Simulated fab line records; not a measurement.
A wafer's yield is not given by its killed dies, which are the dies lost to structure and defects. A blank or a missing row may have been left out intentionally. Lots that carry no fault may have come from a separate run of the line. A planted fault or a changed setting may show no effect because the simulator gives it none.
fab line records	flow n5_finfet
[record] lots = 4	wafers = 12	last_day = 17
route steps=1938 shown PMOS_HMC_CHANNEL_EPI@84 FIN_SAQP@90 BEOL_M4@1111 PASSIVATION@1936
lots that met no fault: taken from a fault-free run of the same line
start_h: hours from the record's opening day to when the first of the lot's shown wafers began	wait_h: how many hours have passed since the lot's step before this one	" repeats the value in the row above	L1.1+2: one row covering several wafers at once	- no value, or no start was given	* or withheld: withheld	< > ~ a bound
route shown NAME@n: NAME is a module with steps in the file, n the number in the route of the first one	usual: mean/standard deviation of fault-free wafers	same: alike in all rows	chamber/n: place in a boat	sites: readings site by site	_std_site: standard deviation of those values	_edge_site: inner sites' mean taken away from outer sites' mean	radius_mm: how far each site lies from the wafer's centre	mask NAME#n: copy n	behind: tool/chamber where the wafer was last shaped	hold: reason for holding the lot/hours on hold/outcome of the hold	device: the transistor (n, p or np) that didn't switch	end of line: the same wafers' tests at the end of the route	step lacking rows: just its recipe	killed: count of dies lost to structure and defects at first sort (not the wafer's yield)	map: a wafer's dies, x killed, . not, _ none there
set.NAME: the setting as run; set.NAME@STEP: as run at that earlier step	model.NAME: the simulator's own value behind a step, which no gauge read
lots seen at some steps along the route; tables by step, rows by wafer
services: when a tool's chamber went out of use (start_h, in hours from the record's first day, below 0 if earlier), for how many hours, and the reason
[[steps]]
[step N5_PMOS_HMC_CHANNEL_EPI_PRECLEAN_37]
[recipe] chemistry = O3/DIW	time_s = 45	temp_c = 22	o3_ppm = 10
[step N5_PMOS_HMC_CHANNEL_EPI_PRECLEAN_24]
[recipe] chemistry = DHF	time_s = 30	temp_c = 25	dilution = withheld
[step N5_PMOS_HMC_CHANNEL_EPI_SRD_25]
[recipe] dry = ipa_marangoni	do_ppb = 5	time_s = 30	temp_c = 23	rinse_liquid = diw
[step N5_PMOS_HMC_CHANNEL_EPI_EPI_26]
[recipe] material = Si	target_thk_a = 38	temp_c = 650	precursor = SiH4/H2	pressure_torr = 20	time_s = 22.7
[step N5_FIN_SAQP_PRECLEAN_42]
[recipe] chemistry = O3/DIW	time_s = 60	temp_c = 22	o3_ppm = 10
[step N5_FIN_SAQP_PRECLEAN_00]
[recipe] chemistry = SC1	time_s = 60	temp_c = 55	mix = 1:2:50
[step N5_FIN_SAQP_PRECLEAN_44]
[recipe] chemistry = SC2	time_s = 45	temp_c = 35	mix = 1:1:50
[step N5_FIN_SAQP_SRD_01]
[recipe] dry = ipa_marangoni	time_s = 30	temp_c = 23	rinse_liquid = diw
[step N5_FIN_SAQP_ALD_61]
[recipe] material = SiO2	target_thk_a = 40	temp_c = 300	ald_precursor_family = BDEAS	ald_co_reactant = O2-plasma	pulse_time_s = 1	purge_time_s = 2	co_reactant_purge_time_s = 2	ald_cycles = 43	pressure_torr = 2
[step N5_FIN_SAQP_DENSIFY_62]
[recipe] temp_c = 700	time_s = 60	ambient = N2	idle_temp_c = 600	ramp_up_c_per_s = 150	ramp_down_c_per_s = 60	cool_to_c = 600
[step N5_FIN_SAQP_HM_DEP_03]
[recipe] material = SiNx	target_thk_a = 380	temp_c = 400	precursor = SiH4/NH3/N2	pressure_torr = 1.5	rf_w = 300	time_s = 33.6
[usual] heater_power_outer_w = 459/55	heater_power_w = 790/65	rf_fwd_power_W = 297.4/1.2	showerhead_plenum_p_Torr = 5.16/0.064	throttle_valve_pct = 41.3/2.9
lot.wafer	tool	chamber	start_h	wait_h	heater_power_outer_w	heater_power_w	rf_fwd_power_W	showerhead_plenum_p_Torr	since_wet_clean_h	throttle_valve_pct
L168.2	pecvd-04	0	33.18	0.2	500	824	297.1	5.13	737	47.6
L168.4	"	1	"	"	427	786	295.5	5.15	-	40.6
L168.6	"	1	"	"	425	766	296.0	5.14	-	40.6
L171.1	pecvd-04	0	50.57	0.2	487	816	296.4	5.12	754	47.8
L171.3	"	2	"	"	516	859	296.9	5.03	0	36.5
L171.4	"	2	"	"	502	866	297.8	5.03	-	36.3
L176.2	pecvd-04	2	81.42	0.2	480	861	296.3	5.03	31	36.4
L176.3	"	0	"	"	488	781	296.4	5.13	785	47.7
L176.4	"	0	"	"	486	787	298.7	5.14	-	47.8
L180.2	pecvd-02	1	106.28	0.2	553	875	299.4	5.23	1716	40.4
L180.4	"	1	"	"	570	914	298.1	5.22	-	40.1
L180.6	"	2	"	"	465	772	296.8	5.22	-	40.3
[step N5_FIN_SAQP_THK_MEAS_05]
[usual] thk_nm = 37.9/0.49
lot.wafer	tool	chamber	start_h	wait_h	thk_nm
L168.2	film_metro-02	-	33.29	0.1	37.3
L168.4	"	-	"	"	37.8
L168.6	"	-	"	"	38.2
L171.1	film_metro-02	-	50.66	0.1	32.1
L171.3	"	-	"	"	32.1
L171.4	"	-	"	"	32.6
L176.2	film_metro-01	-	81.51	0.1	31.4
L176.3	"	-	"	"	31.7
L176.4	"	-	"	"	32.6
L180.2	film_metro-01	-	106.37	0.1	38.2
L180.4	"	-	"	"	38.9
L180.6	"	-	"	"	38.4
[step N5_FIN_SAQP_PECVD_47]
[recipe] material = a-Si	target_thk_a = 450	temp_c = 400	precursor = SiH4/He	pressure_torr = 3	rf_w = 100	time_s = 36.3
[step N5_FIN_SAQP_PECVD_48]
[recipe] material = SiNx	target_thk_a = 250	temp_c = 400	precursor = SiH4/NH3/N2	pressure_torr = 1.5	rf_w = 300	time_s = 22.1
[step N5_FIN_SAQP_PECVD_06]
[recipe] material = a-Si	target_thk_a = 600	temp_c = 400	precursor = SiH4/He	pressure_torr = 3	rf_w = 100	time_s = 48.1
[step N5_FIN_SAQP_HM_DEP_72]
[recipe] material = SiO2	target_thk_a = 120	temp_c = 400	precursor = SiH4/N2O	pressure_torr = 0.75	rf_w = 275	time_s = 7.2
[step N5_FIN_SAQP_COAT_49]
[recipe] resist = SOC	temp_c = 250	time_s = 60	spin_rpm = 1500	resist_thk_nm = 100
[step N5_FIN_SAQP_COAT_50]
[recipe] resist = SiARC	temp_c = 220	time_s = 60	spin_rpm = 1500	resist_thk_nm = 35
[step N5_FIN_SAQP_COAT_10]
[recipe] resist = CAR-ArF	spin_rpm = 1500	resist_thk_nm = 90
[step N5_FIN_SAQP_EBR_12]
[recipe] solvent = PGMEA	ebr_width_mm = 1.5
[step N5_FIN_SAQP_SOFTBAKE_11]
[recipe] temp_c = 110	time_s = 60	resist = CAR-ArF
[step N5_FIN_SAQP_EXPOSE_13]
[recipe] mask_id = FIN_CORE	na = 1.35	source_shape = dipole	sigma_inner = 0.538	sigma_outer = 0.738	polarization = te	target_cd_nm = 35.6	dose_mj = 63.25
[step N5_FIN_SAQP_PEB_14]
[recipe] peb_temp_c = withheld	peb_time_s = 60	resist = CAR-ArF
[step N5_FIN_SAQP_DEVELOP_15]
[recipe] develop_time_s = 30	developer = TMAH	resist = CAR-ArF	dev_temp_c = 23	rinse_liquid = diw	dry = air_spin
[step N5_FIN_SAQP_DESCUM_21]
[recipe] chemistry = O2	time_s = 7.9	source_power_w = 50	bias_power_w = 20	pressure_mtorr = 20	rf_frequency_hz = 2.712e+07	temp_c = 40	resist = CAR-ArF	o2_flow_sccm = 225
[step N5_FIN_SAQP_ETCH_51]
[recipe] chemistry = CF4	target = SiARC	target_depth_a = 455	mask_material = CAR-ArF	time_s = 75.8	ion_energy_ev = 80	pressure_mtorr = 40	source_w = 545	bias_w = 36	Ar_flow_sccm = 100	cf4_flow_sccm = 100	ends = cleared
[step N5_FIN_SAQP_ETCH_52]
[recipe] chemistry = N2/H2	target = SOC	target_depth_a = 1000	overetch_a = 200	mask_material = SiARC	temp_c = 40	time_s = 150	ion_energy_ev = 200	pressure_mtorr = 30	source_w = 840	bias_w = 150	n2_flow_sccm = 200	h2_flow_sccm = 200	ends = end_point
[step N5_FIN_SAQP_STRIP_53]
[recipe] chemistry = N2/H2	temp_c = 40	n2_flow_sccm = 200	h2_flow_sccm = 200	rf_frequency_hz = 6e+07
[step N5_FIN_SAQP_HM_OPEN_73]
[recipe] chemistry = CHF3/O2	target = SiO2	stop_on = a-Si	target_depth_a = 120	over_etch_frac = 1.8	mask_material = SOC	time_s = 16.8	pressure_mtorr = 30	source_w = 650	bias_w = 170	Ar_flow_sccm = 200	CHF3_flow_sccm = 50	O2_flow_sccm = 5	ion_energy_ev = 200	ends = end_point
[step N5_FIN_SAQP_STRIP_74]
[recipe] chemistry = CHF3/O2	resist = SiARC	rf_frequency_hz = 6e+07
[step N5_FIN_SAQP_MANDREL_ETCH_22]
[recipe] target_depth_a = 600	chemistry = HBr/Cl2	target = a-Si	stop_on = SiNx	bt_time_s = 10	over_etch_frac = 0.5	time_s = 30	pressure_mtorr = 10	icp_w = 800	bias_w = 75	HBr_flow_sccm = 150	Cl2_flow_sccm = 80	ends = end_point
[step N5_FIN_SAQP_STRIP_55]
[recipe] chemistry = N2/H2	power_w = 500	temp_c = 40	pressure_mtorr = 50	rf_frequency_hz = 6e+07	overash_fraction = 0.3	bias_power_w = 28	h2_frac = 0.5	n2_flow_sccm = 300	h2_flow_sccm = 300
[step N5_FIN_SAQP_STRIP_23]
[recipe] chemistry = SPM	time_s = 750	temp_c = 130	h2so4_h2o2_vol_ratio = 4
[step N5_FIN_SAQP_SRD_66]
[recipe] dry = ipa_marangoni	time_s = 30	temp_c = 23	rinse_liquid = diw
[step N5_FIN_SAQP_RECESS_75]
[recipe] chemistry = HF/NH3	target = SiO2	target_depth_a = 144	afs_cycles = 3	temp_c = 30	sublimation_temp_c = 180	sublimation_time_s = 60
[step N5_FIN_SAQP_SPACER1_ALD_24]
[recipe] material = SiO2	target_thk_a = 203	temp_c = 300	ald_precursor_family = BDEAS	ald_co_reactant = O2-plasma	pulse_time_s = 1	purge_time_s = 2	co_reactant_purge_time_s = 2	ald_cycles = 218	pressure_torr = 2
[step N5_BEOL_M4_RC_MEAS_101]
[usual] DIBL_N = 36.2/1.6	DIBL_P = 36.1/2	IOFF_N = 0.16/0.032	IOFF_P = 0.22/0.036	ION_N = 672/11	ION_P = 463/7.5	SS_N = 71.4/0.58	SS_P = 73.2/0.67	VT_N = 250/3.3	VT_P = -250/3.3
lot.wafer	tool	chamber	start_h	wait_h	DIBL_N[mV/V]	DIBL_P[mV/V]	IOFF_N[nA/um]	IOFF_P[nA/um]	ION_N[uA/um]	ION_P[uA/um]	SS_N[mV/dec]	SS_P[mV/dec]	VT_N[mV]	VT_P[mV]
L168.2	prober-02	0	179.80	0.2	35.6	35.6	0.14	0.19	669	456	71.1	73.0	253	-252
L168.4	"	0	"	"	38.6	39.1	0.19	0.26	690	477	71.7	74.3	246	-248
L168.6	"	0	"	"	35.1	35.2	0.14	0.18	670	458	71.6	72.7	252	-250
L171.1	prober-01	0	200.38	0.0	40.1	39.0	0.25	0.27	700	474	72.1	73.9	242	-247
L171.3	"	0	"	"	34.9	34.1	0.13	0.19	671	463	71.4	72.9	252	-253
L171.4	"	0	"	"	34.5	33.0	0.13	0.18	664	456	71.1	72.2	251	-249
L176.2	prober-02	0	234.53	0.2	36.8	37.7	0.19	0.24	692	470	72.0	73.8	246	-249
L176.3	"	0	"	"	37.0	38.1	0.20	0.26	688	471	72.2	74.4	244	-248
L176.4	"	0	"	"	33.3	33.7	0.12	0.17	653	455	71.4	72.2	253	-252
L180.2	prober-01	0	278.87	0.2	35.7	36.7	0.15	0.19	663	456	71.6	73.6	251	-251
L180.4	"	0	"	"	35.7	36.7	0.16	0.18	675	458	72.0	73.6	247	-253
L180.6	"	0	"	"	33.9	34.9	0.13	0.16	666	456	70.8	72.7	251	-254
[step N5_PASSIVATION_PROBE_49]
[usual] defect_limited_yield = 91.4/1.3	killed_at_M0_to_M3 = 34/10	killed_at_M4_up = 14/5.6	killed_at_contacts = 13/5.9	killed_at_front_end = 37/9.9	killed_at_other = 3.5/2.8	killed_dies = 101/15	killed_on_rim = 13/3.9	killed_open = 67/12	killed_short = 32/6.6	sort_bin_5_function = 5.0/0.81	sort_bin_6_memory = 3.2/0.66	sort_n_pass = 1079/15	sort_yield_pct = 91.4/1.3
[same] gross_dies = 1180	killed_at_back_side = 0	sort_bin_4_leakage[%] = 0	sort_bin_8_speed[%] = 0
lot.wafer	tool	chamber	start_h	wait_h	defect_limited_yield[%]	killed_at_M0_to_M3	killed_at_M4_up	killed_at_contacts	killed_at_front_end	killed_at_other	killed_dies	killed_on_rim	killed_open	killed_short	sort_bin_5_function[%]	sort_bin_6_memory[%]	sort_n_pass	sort_yield_pct[%]
L171.1	prober-01	-	311.67	0.0	84.5	51	19	11	100	2	183	78	79	27	5.7	3.1	997	84.5
L171.3	prober-01	-	311.77	0.1	83.5	38	9	3	138	7	195	94	54	24	3.6	2.8	985	83.5
L171.4	prober-01	-	311.82	0.2	83.2	56	14	10	118	0	198	81	72	28	5.2	3.1	982	83.2
L176.2	prober-02	-	337.14	0.1	82.5	43	14	11	131	7	206	85	70	37	4.9	3.9	974	82.5
L176.3	prober-02	-	337.19	0.1	85.5	47	13	6	98	7	171	66	81	24	5.8	2.6	1009	85.5
L176.4	prober-02	-	337.24	0.2	86.0	42	17	12	92	2	165	56	78	31	5.3	3.9	1015	86.0
// killed by level:class
L171.1 FIN_SAQP:area_dep=75 BEOL_M3:geometric_particle:open=22 BEOL_M4:geometric_particle:open=10 STI_FIN_REVEAL:geometric_particle:open=9 BEOL_M0_SAQP:geometric_particle:open=8 MOL_CONTACT_COAG:geometric_particle:open=7 BEOL_M1:geometric_particle:open=5 BEOL_M0_SAQP:geometric_particle:short=5
L171.3 FIN_SAQP:area_dep=117 BEOL_M3:geometric_particle:open=15 BEOL_M0_SAQP:geometric_particle:open=10 ILD0:geometric_particle:open=5 BEOL_M4:geometric_particle:open=5 BEOL_M0_SAQP:geometric_particle:short=4 PASS1_DEP:geometric_particle:open=4 FIN_SAQP:geometric_particle:short=3
L171.4 FIN_SAQP:area_dep=98 BEOL_M2:geometric_particle:open=16 BEOL_M0_SAQP:geometric_particle:short=13 BEOL_M3:geometric_particle:open=10 BEOL_M0_SAQP:geometric_particle:open=10 MOL_CONTACT_COAG:geometric_particle:open=9 BEOL_M4:geometric_particle:open=8 FIN_SAQP:geometric_particle:open=5
L176.2 FIN_SAQP:area_dep=98 BEOL_M2:geometric_particle:open=15 STI_FIN_REVEAL:geometric_particle:open=12 FIN_SAQP:geometric_particle:short=8 MOL_CONTACT_COAG:geometric_particle:open=7 BEOL_M0_SAQP:geometric_particle:short=7 BEOL_M0_SAQP:geometric_particle:open=6 BEOL_M3:geometric_particle:open=6
L176.3 FIN_SAQP:area_dep=66 BEOL_M0_SAQP:geometric_particle:open=14 BEOL_M2:geometric_particle:open=12 FIN_SAQP:geometric_particle:open=11 BEOL_M0_SAQP:geometric_particle:short=9 STI_FIN_REVEAL:geometric_particle:open=6 MOL_CONTACT_COAG:geometric_particle:open=5 BEOL_M1:geometric_particle:open=5
L176.4 FIN_SAQP:area_dep=56 MOL_CONTACT_COAG:geometric_particle:open=12 STI_FIN_REVEAL:geometric_particle:open=11 BEOL_M0_SAQP:geometric_particle:short=10 BEOL_M0_SAQP:geometric_particle:open=9 DUMMY_GATE:geometric_particle:open=8 BEOL_M4:geometric_particle:open=6 BEOL_M2:geometric_particle:open=6
// map L171.4 (x killed, . not)
_________________xx.xx......x________________
______________x.xxxx.xx.xxx..x.x_____________
___________x..xxx.........x....x..x__________
__________x........x..........x....x_________
________...xx.....................xx.x_______
_______xxx.x....x........x......x.x...x______
______x.......x......x.........x.....x.x_____
_____x....x..................x........xx.____
____x........................x............___
___..x............x.x...........xx.x....xxx__
___.x.............x.....x..x............xxx__
__.....xx........x.........xx............x.x_
__................x.......x...............x._
_.......x....................................
_.x..x..x.........x.........................x
_x...................xx...........x.......xxx
_....x......x......x......x.x.............x..
_x.....x....x......x............x.x....x....x
_...............................x...........x
_x...x.......x................x.............x
_x..x.........................xx...........xx
__.x.........................x.............x_
__x............................x.........xxx_
___....................x................x.x__
___.x.........xx..........x........x...x.x.__
____xx...x................x.....x....x..x.___
_____.xx.......x........................x____
______xx....x.....x....x................_____
_______...........x...xx......x......xx______
________.x..x...............x..x..xx.x_______
__________..xx....x...x..x.......x.x_________
___________xxx..x.............xx.xx__________
______________xx...........xx.xx_____________
_________________x.xxx..xxxxx________________
// map L176.2 (x killed, . not)
_________________xx.xx.x..xxx________________
______________xx..xx.x..x....xxx_____________
___________x.x....x......x....xxx..__________
__________xx....x........x........x._________
________x.x...x....................xxx_______
_______xxx...............x............x______
______x.......x.......................xx_____
_____x.......................x.........xx____
____.........x....xx............x.....x..x___
___xx.........x........x........x......xxxx__
___xx.................x...xx.............x.__
__x...x..x..............x.............x..xxx_
__........x..................x.............._
_x..x.................xx...................xx
_xx............x...x...........x.x........xxx
_xxx............x.......x..x................x
_xx..............x.x..x................x.....
_x...x...x.x.......x...........x............x
_..xx.x............xxx.........x....xx....xxx
_..x.........................xxx.x.....x.....
_x.x....x........................x..........x
__x.............x..x............x..........x_
__xx..........xx...............x......x....x_
___............x..x..x..x..........x..x.x..__
___...x......xx.......................x..xx__
____..xx..............x.....x......x..x...___
_____x.................x..............x.x____
______x..................x.......xx..x.x_____
_______..x.......x........x............______
________.......x...x.................x_______
__________.x......x...............xx_________
___________x.x.......xxx........x.x__________
______________xx...........x.x.x_____________
_________________xxx.x..x...x________________
[[services]]
tool	chamber	start_h	hours	kind
pecvd-04	2	21.12	-	clean
pecvd-04	2	21.12	-	consumable_replace:showerhead
pecvd-04	2	21.12	29.0	scheduled_down
pecvd-04	2	21.12	29.0	vent_cycle
pecvd-02	0	54.61	2.1	scheduled_down
pecvd-04	2	70.36	2.1	scheduled_down
[[key]]
[first_sign] step = N5_FIN_SAQP_THK_MEAS_05	reading = thk_nm	direction = down	sigmas = 12	usual = *	struck = *
[effect] step = N5_PASSIVATION_PROBE_49	reading = killed_at_front_end	direction = up	sigmas = 7.6	usual = 37	struck = 113
[more_kills_born_at] N5_FIN_SAQP_HM_DEP_03@pecvd-04 = 510
met_at N5_FIN_SAQP_HM_DEP_03
struck_wafers L171.1,L171.3,L171.4,L176.2,L176.3,L176.4
onset_between 33.18 50.57
[fault] kind = site_profile_drift	tool = pecvd-04	chamber = -	onset_h = 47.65	steps = N5_FIN_SAQP_HM_DEP_03	basis = fraction	max_abs_drift = 0.36112	slope_share_per_hr = 80.248	site_pattern = 0,0,0,0,0,-1,-1,-1,-1
